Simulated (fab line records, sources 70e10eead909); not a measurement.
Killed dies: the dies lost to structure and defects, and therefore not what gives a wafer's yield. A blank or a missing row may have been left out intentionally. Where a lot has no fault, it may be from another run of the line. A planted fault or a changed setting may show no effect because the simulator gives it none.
Which tool did it?	flow nand_harc	24 lots with 72 wafers sampled at 5 steps, on a route of 1302 steps

## WHAT EACH GAUGE READ, for each wafer
NHARC_A_CONTACT_OVL_MEAS_09.
lot	measured	on	overlay_x_nm (nm)	overlay_y_nm (nm)
L074	day 22 10:42	overlay-02	0.7 0.7 1.2	-1.4 -1.0 -0.5
L075	day 22 16:47	overlay-02	0.6 1.2 0.7	-0.9 -0.4 -0.8
L076	day 22 18:31	overlay-01	-0.3 -0.3 0.1	0.6 0.4 0.8
L077	day 23 07:20	overlay-02	-0.4 0.3 -0.4	-0.8 -1.4 -0.3
L078	day 23 17:00	overlay-02	-1.3 -0.9 -1.2	-0.3 -0.8 -0.4
L079	day 24 00:40	overlay-01	0.2 0.3 0.5	1.2 0.6 1.0
L080	day 24 17:23	overlay-02	-0.9 -1.2 -0.7	-1.0 -2.1 -1.9
L081	day 25 10:49	overlay-01	0.5 0.4 1.0	-1.3 -0.7 -1.3
L083	day 25 23:33	overlay-01	0.0 -0.9 0.1	0.1 -0.5 -0.5
L082	day 25 23:47	overlay-02	1.8 1.2 0.9	0.0 0.2 -0.1
L084	day 27 00:52	overlay-01	0.2 0.5 0.3	-0.8 -1.0 -0.7
L085	day 27 02:46	overlay-01	-0.5 -0.1 -0.2	-1.1 -0.9 -0.9
L087	day 27 15:18	overlay-02	-1.1 -0.9 -0.5	-0.2 0.0 -0.7
L088	day 27 17:15	overlay-01	-0.7 -1.0 -1.4	1.2 2.0 1.5
L086	day 27 18:13	overlay-01	-0.1 0.2 0.6	-0.8 -0.5 -0.9
L089	day 27 19:55	overlay-02	0.3 0.1 0.0	-1.2 -0.7 -0.7
L091	day 28 20:22	overlay-01	-0.6 -0.9 -0.6	0.8 1.0 0.4
L090	day 28 22:10	overlay-02	-0.3 -0.1 -0.2	-0.2 0.0 -0.1
L092	day 29 16:50	overlay-01	-0.8 -0.7 -0.1	0.5 -0.2 -0.2
L093	day 29 21:49	overlay-01	0.1 0.1 0.5	0.1 -0.4 -0.4
L094	day 30 01:37	overlay-01	0.4 0.5 0.3	1.0 0.9 0.8
L095	day 30 19:16	overlay-01	0.6 -0.2 0.5	-0.6 -0.5 -0.5
L096	day 30 19:55	overlay-02	-0.5 -0.6 -0.7	0.1 -0.1 -0.5
L097	day 32 14:22	overlay-02	0.6 0.9 0.4	-0.2 -0.1 0.1

NHARC_A_CONTACT_CD_MEAS_15.
lot	measured	on	cd_nm (nm)
L074	day 22 14:42	cd_sem-03	190.3 191.1 191.0
L075	day 22 20:35	cd_sem-03	189.6 190.2 189.7
L076	day 22 21:47	cd_sem-03	191.0 191.3 191.3
L077	day 23 10:42	cd_sem-01	190.3 190.3 190.0
L078	day 23 20:31	cd_sem-01	188.8 189.9 189.5
L079	day 24 03:58	cd_sem-02	189.8 190.2 189.4
L080	day 24 20:40	cd_sem-03	188.7 190.1 189.6
L081	day 25 14:06	cd_sem-03	190.1 190.0 189.3
L083	day 26 02:53	cd_sem-01	190.8 190.1 190.8
L082	day 26 04:27	cd_sem-02	191.2 190.2 190.6
L084	day 27 04:09	cd_sem-03	189.7 189.9 190.2
L085	day 27 06:03	cd_sem-02	189.7 190.7 189.6
L087	day 27 18:35	cd_sem-01	189.6 189.8 190.3
L088	day 27 21:05	cd_sem-01	190.0 189.5 190.5
L086	day 27 21:29	cd_sem-01	189.6 189.4 190.0
L089	day 27 23:11	cd_sem-02	189.8 189.7 189.9
L091	day 28 23:40	cd_sem-03	190.1 189.8 190.0
L090	day 29 01:26	cd_sem-03	189.2 189.0 189.5
L092	day 29 20:08	cd_sem-01	190.7 189.8 190.2
L093	day 30 01:16	cd_sem-02	191.7 190.3 191.1
L094	day 30 05:08	cd_sem-01	190.4 190.2 190.1
L095	day 30 23:09	cd_sem-03	190.3 188.6 190.1
L096	day 30 23:46	cd_sem-01	190.2 189.7 189.5
L097	day 32 17:41	cd_sem-02	190.4 189.3 189.7

## TOOL THAT RAN EACH LOT (tool first, then ch and the chambers of the sampled wafers, then the start)
lot	NHARC_A_CONTACT_ETCH_135	NHARC_A_CONTACT_ETCH_137	NHARC_A_CONTACT_ETCH_138
L074	har_cap_etch-02 ch 0,1, day 22 12:50	har_cap_etch-02 ch 0,1, day 22 13:23	har_cap_etch-02 ch 0,1, day 22 13:40
L075	har_cap_etch-02 ch 0,1, day 22 18:17	har_cap_etch-02 ch 0,1, day 22 19:00	har_cap_etch-02 ch 0,1, day 22 19:22
L076	har_cap_etch-01 ch 0,1, day 22 19:56	har_cap_etch-01 ch 0,1, day 22 20:28	har_cap_etch-01 ch 0,1, day 22 20:44
L077	har_cap_etch-03 ch 0,1, day 23 08:48	har_cap_etch-03 ch 0,1, day 23 09:21	har_cap_etch-03 ch 0,1, day 23 09:37
L078	har_cap_etch-03 ch 0,1, day 23 18:28	har_cap_etch-03 ch 0,1, day 23 19:01	har_cap_etch-03 ch 0,1, day 23 19:17
L079	har_cap_etch-03 ch 0,1, day 24 02:06	har_cap_etch-03 ch 0,1, day 24 02:39	har_cap_etch-03 ch 0,1, day 24 02:55
L080	har_cap_etch-03 ch 0,1, day 24 18:51	har_cap_etch-03 ch 0,1, day 24 19:23	har_cap_etch-03 ch 0,1, day 24 19:40
L081	har_cap_etch-01 ch 0,1, day 25 12:22	har_cap_etch-01 ch 0,1, day 25 12:55	har_cap_etch-01 ch 0,1, day 25 13:11
L083	har_cap_etch-03 ch 0,1, day 26 01:04	har_cap_etch-03 ch 0,1, day 26 01:37	har_cap_etch-03 ch 0,1, day 26 01:53
L082	har_cap_etch-03 ch 0,1, day 26 02:43	har_cap_etch-03 ch 0,1, day 26 03:16	har_cap_etch-03 ch 0,1, day 26 03:32
L084	har_cap_etch-01 ch 0,1, day 27 02:17	har_cap_etch-01 ch 0,1, day 27 02:49	har_cap_etch-01 ch 0,1, day 27 03:06
L085	har_cap_etch-02 ch 0,1, day 27 04:11	har_cap_etch-02 ch 0,1, day 27 04:44	har_cap_etch-02 ch 0,1, day 27 05:01
L087	har_cap_etch-01 ch 0,1, day 27 16:49	har_cap_etch-01 ch 0,1, day 27 17:21	har_cap_etch-01 ch 0,1, day 27 17:37
L088	har_cap_etch-02 ch 0,1, day 27 18:49	har_cap_etch-02 ch 0,1, day 27 19:33	har_cap_etch-02 ch 0,1, day 27 19:55
L086	har_cap_etch-03 ch 0,1, day 27 19:41	har_cap_etch-03 ch 0,1, day 27 20:13	har_cap_etch-03 ch 0,1, day 27 20:30
L089	har_cap_etch-01 ch 0,1, day 27 21:20	har_cap_etch-01 ch 0,1, day 27 21:52	har_cap_etch-01 ch 0,1, day 27 22:08
L091	har_cap_etch-01 ch 1, day 28 21:47	har_cap_etch-01 ch 1, day 28 22:20	har_cap_etch-01 ch 1, day 28 22:37
L090	har_cap_etch-02 ch 0,1, day 28 23:38	har_cap_etch-02 ch 0,1, day 29 00:10	har_cap_etch-02 ch 0,1, day 29 00:26
L092	har_cap_etch-01 ch 0,1, day 29 18:19	har_cap_etch-01 ch 0,1, day 29 18:52	har_cap_etch-01 ch 0,1, day 29 19:08
L093	har_cap_etch-03 ch 0,1, day 29 23:22	har_cap_etch-03 ch 0,1, day 29 23:55	har_cap_etch-03 ch 0,1, day 30 00:11
L094	har_cap_etch-02 ch 0,1, day 30 03:16	har_cap_etch-02 ch 0,1, day 30 03:47	har_cap_etch-02 ch 0,1, day 30 04:04
L095	har_cap_etch-03 ch 0,1, day 30 21:17	har_cap_etch-03 ch 0,1, day 30 21:50	har_cap_etch-03 ch 0,1, day 30 22:06
L096	har_cap_etch-02 ch 0,1, day 30 21:56	har_cap_etch-02 ch 0,1, day 30 22:29	har_cap_etch-02 ch 0,1, day 30 22:45
L097	har_cap_etch-01 ch 0,1, day 32 15:50	har_cap_etch-01 ch 0,1, day 32 16:22	har_cap_etch-01 ch 0,1, day 32 16:38
- NHARC_A_CONTACT_ETCH_135: etches the open film in C4F8/O2/Ar, time 311 s, target depth 1912 nm.
- NHARC_A_CONTACT_ETCH_137: etches the open film in C4F8/O2/Ar, time 311 s, target depth 1912 nm.
- NHARC_A_CONTACT_ETCH_138: etches the open film in C4F8/O2/Ar, time 311 s, target depth 1914 nm.

## AS READ BY THE TOOLS THEMSELVES (means over the sampled wafers that have a number; for cases with no such wafer, the mark the record gives instead)
The record holds no such reading with a usual standard deviation.

## THE ANSWER, worked out from the rows above alone
Rule: what is usual is taken from the lots themselves. Put in order of their means at a reading, lots are off if they are a third of the lots or fewer, leave a main group of 4 or more, and stand apart from it by a gap of 3 or more times the standard deviation of the main group's means; of several such gaps the widest counts. A main group whose means are all the same, to the digits that the tables above print for the reading, isn't used. A lot without any number at a reading at which 4 lots or more have one is off too. All remaining lots with rows at the step are treated as sound. Order of review: gauges by route order, followed by the tools' own readings, for which a lot's mean as printed above is used. The first step at which some lot is off is used, and at that step the reading that is off furthest; a lot without a number counts as furthest.
No lot is off at any reading shown: from this, nothing can be told.

## WHAT THE SIMULATOR HAD PUT IN
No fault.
